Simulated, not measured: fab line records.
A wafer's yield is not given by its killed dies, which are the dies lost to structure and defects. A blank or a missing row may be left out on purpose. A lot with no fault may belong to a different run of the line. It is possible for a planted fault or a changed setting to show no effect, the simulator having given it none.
A lot that was struck, set against a sound lot	flow n5-finfet	16 steps out of a route of 1938
Sound: wafers L330.1, L330.4, L330.6. Wafers struck: L339.2, L339.4, L339.5. The cause comes at the end.
Order at every step that has rows: each side's tool, ch and its chambers, its first start. Under that, the readings that differ: sound wafers	struck wafers	difference of the means	sigmas: that difference in standard deviations of wafers without a fault.
alike: readings with means less than 2 such deviations apart, plus words and numbers identical on both sides. not compared: withheld readings, readings lacking a value on some wafer, bounds such as >300 that could conceal the same value, and numbers that have no deviation in the record and whose values overlap.
Wherever a step has rows on one side only, a row that says differs or no value, or a row with sigmas, the two part there. Numbers that have no deviation but don't overlap get no sigmas and don't part them. Lack of a reading on every wafer of one side parts them only where that side has two or more wafers.

first, 5 steps without rows for these wafers: N5_BEOL_M0_CUTY_EBR_52; N5_BEOL_M0_CUTY_SOFTBAKE_53 (time 60 s); N5_BEOL_M0_CUTY_EXPOSE_54 (exposes mask M0 ABLK); N5_BEOL_M0_CUTY_PEB_55 (peb time 60 s); N5_BEOL_M0_CUTY_DEVELOP_56 (develop time 30 s).
N5_BEOL_M0_CUTY_CD_MEAS_57: the cd target is 200 nm.
  sound on cd-sem-03 ch 0, day 7 22:16; struck on cd-sem-03 ch 0, day 10 01:16
  alike: cd-nm
N5_BEOL_M0_CUTY_OVL_MEAS_58:
  sound on overlay-01 ch 0, day 7 22:18; struck on overlay-02 ch 0, day 10 01:17
  alike: M0_ABLK_OVL
N5_BEOL_M0_CUTY_INSPECT_59: inspects for defects (macro).
  struck on defect-inspect-01, day 10 01:19; sound on defect-inspect-01, day 7 22:20
  alike: raw-defect-count
N5_BEOL_M0_CUTY_DESCUM_61: chemistry O2, time 7.9 s.
  sound on rie-diel-01 ch 0,2,3, day 7 22:22; struck on rie-diel-05 ch 1,3, day 10 01:40
  alike: bias-power-w, drypump-motor-current-A, o2-flow-sccm, oes-product-au, rf-vpp-V, showerhead-plenum-p-Torr, throttle-valve-pct
  not compared: rf-hours-counter-h
N5_BEOL_M0_CUTY_ETCH_62: etches SiARC in CF4, time 58.5 s.
  sound on rie-diel-01 ch 0,2,3, day 7 22:24; struck on rie-diel-05 ch 1,3, day 10 01:42
  alike: drypump-motor-current-A, etch-rf-on-time-s, mfc-ar-sccm, oes-product-au, rf-vpp-V, showerhead-plenum-p-Torr, throttle-valve-pct
  not compared: rf-hours-counter-h
N5_BEOL_M0_CUTY_ETCH_63: etches SOC in N2/H2, target depth 82.7 nm, overetch 16.5 nm, time 124 s.
  sound on rie-diel-01 ch 0,2,3, day 7 22:26; struck on rie-diel-05 ch 1,3, day 10 01:45
  alike: drypump-motor-current-A, oes-product-au, rf-vpp-V, showerhead-plenum-p-Torr, throttle-valve-pct
  not compared: rf-hours-counter-h
then, 1 step without rows for these wafers: N5_BEOL_M0_CUTY_STRIP_64 (strips in N2/H2).
N5_BEOL_M0_ETCH_138: etches SiCN in CH3F/O2, target depth 12 nm, time 31.6 s.
  sound on rie-diel-01 ch 0,2,3, day 7 22:34; struck on rie-diel-05 ch 1,3, day 10 01:52
reading	sound	struck	difference	sigmas
etch-rf-on-time-s (s)	29.4 29.9 30.5	21.0 20.7 20.9	-9.1	-14
oes-product-au (a.u.)	0.62 0.63 0.72	0.88 0.82 0.89	+0.21	+3
  alike: drypump-motor-current-A, mfc-ar-sccm, rf-vpp-V, showerhead-plenum-p-Torr, throttle-valve-pct
  not compared: rf-hours-counter-h
N5_BEOL_M0_HM_OPEN_105: chemistry Cl2/BCl3, target TiN, target depth 12 nm.
  sound on rie-metal-02 ch 0,1, day 8 00:04; struck on rie-metal-03 ch 0,1, day 10 04:02
  alike: drypump-motor-current-A, mfc-ar-sccm, oes-product-au, throttle-valve-pct
  not compared: rf-hours-counter-h
-- here the record skips 2 days between the struck wafers' starts before and after, leaving off in module BEOL_M0 and picking up in module BEOL_M4 (first step shown: number 1111 of the route) --
N5_BEOL_M4_RC_MEAS_101:
  sound on prober-02 ch 0, day 9 19:02; struck on prober-01 ch 0, day 12 12:02
  alike: DIBL_N, DIBL_P, IOFF_N, IOFF_P, ION_N, ION_P, SS_N, SS_P, VT_N, VT_P
-- the record jumps here: 5 days lie between the struck wafers' starts before and after (it left off in module BEOL_M4 and takes up again in module PASSIVATION, whose first step shown is number 1936 of the route) --
N5_PASSIVATION_PROBE_49:
  struck on prober-02, day 17 04:12; sound on prober-02, day 14 07:21
  alike: defect-limited-yield, killed_at_M0_to_M3, killed_at_M4_up, killed-at-contacts, killed-at-front-end, killed-at-other, killed-dies, killed-open, killed-short, sort_bin_5_function, sort_bin_6_memory, sort-n-pass, sort-yield-pct

== WHERE THEY PART ==
Only at N5_BEOL_M0_ETCH_138, within this record. Later steps at which nothing parts them and some readings are alike: N5_BEOL_M0_HM_OPEN_105, N5_BEOL_M4_RC_MEAS_101, N5_PASSIVATION_PROBE_49.

WHY: whatever the simulator had introduced
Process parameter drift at N5_BEOL_M0_ETCH_138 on rie-diel-05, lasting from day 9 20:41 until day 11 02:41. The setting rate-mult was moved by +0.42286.
